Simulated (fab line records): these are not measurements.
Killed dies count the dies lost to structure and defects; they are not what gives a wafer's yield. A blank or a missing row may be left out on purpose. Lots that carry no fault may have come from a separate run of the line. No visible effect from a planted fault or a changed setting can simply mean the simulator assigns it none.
A lot that was struck, set against a sound lot ; flow n5-finfet ; 15 out of 1938 route steps
Sound: wafers L217.2, L217.4, L217.5. Struck: wafer L222.1. (L222.6 of the same lot was not struck and is left out.) The cause comes at the end.
Order at every step that has rows: each side's tool, ch and its chambers, its first start. Under that, the readings that differ: sound wafers ; struck wafers ; difference of the means ; sigmas: that difference in standard deviations of wafers without a fault.
alike: words and numbers the same on both sides, and readings whose means are apart by under 2 such deviations; not compared: readings that were withheld, readings missing a value for some wafer, numbers with overlapping values and no deviation given by the record, and bounds like >300 which may hide the same value.
A row with sigmas, a row that says differs or no value, or rows on one side alone: a step with any of these is where the two part. When numbers do not overlap yet have no deviation, they are printed without sigmas and do not part them. A reading missing from all wafers of one side parts the sides only when that side holds two or more wafers.

first, 4 steps without rows for these wafers: N5_BEOL_M9_SOFTBAKE_06 (time 60 s); N5_BEOL_M9_EXPOSE_08 (exposes mask M9); N5_BEOL_M9_PEB_09 (peb time 60 s); N5_BEOL_M9_DEVELOP_10 (develop time 30 s).
N5_BEOL_M9_CD_MEAS_11: the cd target is 64.1 nm.
  sound on cd-sem-02 ch 0, day 11 11:11; struck on cd-sem-01 ch 0, day 12 04:58
  alike: cd-nm
N5_BEOL_M9_OVL_MEAS_12:
  sound on overlay-02 ch 0, day 11 11:13; struck on overlay-01 ch 0, day 12 04:59
  alike: M9_OVL
N5_BEOL_M9_INSPECT_13: inspects for defects (brightfield).
  sound: defect-inspect-02 at day 11 11:14; struck: defect-inspect-02 at day 12 05:01
  alike: raw-defect-count
N5_BEOL_M9_DESCUM_16: chemistry O2, time 7.9 s.
  sound on rie-diel-03 ch 0,1,3, day 11 12:35; struck on rie-diel-03 ch 3, day 12 05:04
  alike: drypump-motor-current-A, oes-product-au, rf-vpp-V, showerhead-plenum-p-Torr, throttle-valve-pct
  not compared: rf-hours-counter-h
N5_BEOL_M9_ETCH_61: etches SiARC in CF4, target depth 39 nm, time 65 s.
  sound on rie-diel-03 ch 0,1,3, day 11 12:37; struck on rie-diel-03 ch 3, day 12 05:06
  alike: drypump-motor-current-A, etch-rf-on-time-s, oes-product-au, rf-vpp-V, showerhead-plenum-p-Torr, throttle-valve-pct
  not compared: rf-hours-counter-h
N5_BEOL_M9_ETCH_62: etches SOC in N2/H2, target depth 110 nm, overetch 22 nm, time 165 s.
  sound on rie-diel-03 ch 0,1,3, day 11 12:40; struck on rie-diel-03 ch 3, day 12 05:09
  alike: drypump-motor-current-A, oes-product-au, rf-vpp-V, showerhead-plenum-p-Torr, throttle-valve-pct
  not compared: rf-hours-counter-h
then, 1 step without rows for these wafers: N5_BEOL_M9_STRIP_68 (strips in N2/H2).
N5_BEOL_M9_STRIP_67: strips in CF4.
  sound on rie-diel-03 ch 0,1,3, day 11 12:49; struck on rie-diel-03 ch 3, day 12 05:17
  alike: drypump-motor-current-A, oes-product-au, rf-vpp-V, showerhead-plenum-p-Torr, throttle-valve-pct
  not compared: rf-hours-counter-h
N5_BEOL_M9_HM_OPEN_17: chemistry Cl2/BCl3, target TiN, target depth 20 nm, overetch 6 nm.
  sound on rie-metal-02 ch 0,1, day 11 12:52; struck on rie-metal-01 ch 0, day 12 05:20
reading;sound;struck;difference;sigmas
oes-product-au (a.u.);0.63 0.76 0.77;0.56;-0.16;-2
model.SOC_of_BEOL_M9_COAT_59.thk-nm (nm);92 91.6 91.4;88.8;-2.9;
  alike: drypump-motor-current-A, throttle-valve-pct
  not compared: rf-hours-counter-h
N5_BEOL_M9_STRIP_19: strips in O2.
  sound on rie-diel-06 ch 0,1,3, day 11 12:59; struck on rie-diel-05 ch 2, day 12 05:27
  alike: drypump-motor-current-A, oes-product-au, rf-vpp-V, showerhead-plenum-p-Torr, throttle-valve-pct
  not compared: rf-hours-counter-h
-- a jump in the record: the struck wafers' starts before and after are 2 days apart (it breaks off in module BEOL_M9 and resumes in module PASSIVATION, where the first step shown is number 1936 of the route) --
N5_PASSIVATION_PROBE_49:
  sound: prober-01 at day 13 23:04; struck: prober-02 at day 14 14:30
  alike: defect-limited-yield, killed_at_M0_to_M3, killed_at_M4_up, killed-at-contacts, killed-at-front-end, killed-at-other, killed-dies, killed-open, killed-short, sort_bin_5_function, sort_bin_6_memory, sort-n-pass, sort-yield-pct

## WHERE THEY PART
Only at N5_BEOL_M9_HM_OPEN_17, as far as this record shows. Later steps at which nothing parts them and some readings are alike: N5_BEOL_M9_STRIP_19, N5_PASSIVATION_PROBE_49.

WHY: what had been put in by the simulator
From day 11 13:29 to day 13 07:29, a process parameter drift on rie-metal-01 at N5_BEOL_M9_HM_OPEN_17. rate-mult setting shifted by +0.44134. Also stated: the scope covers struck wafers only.
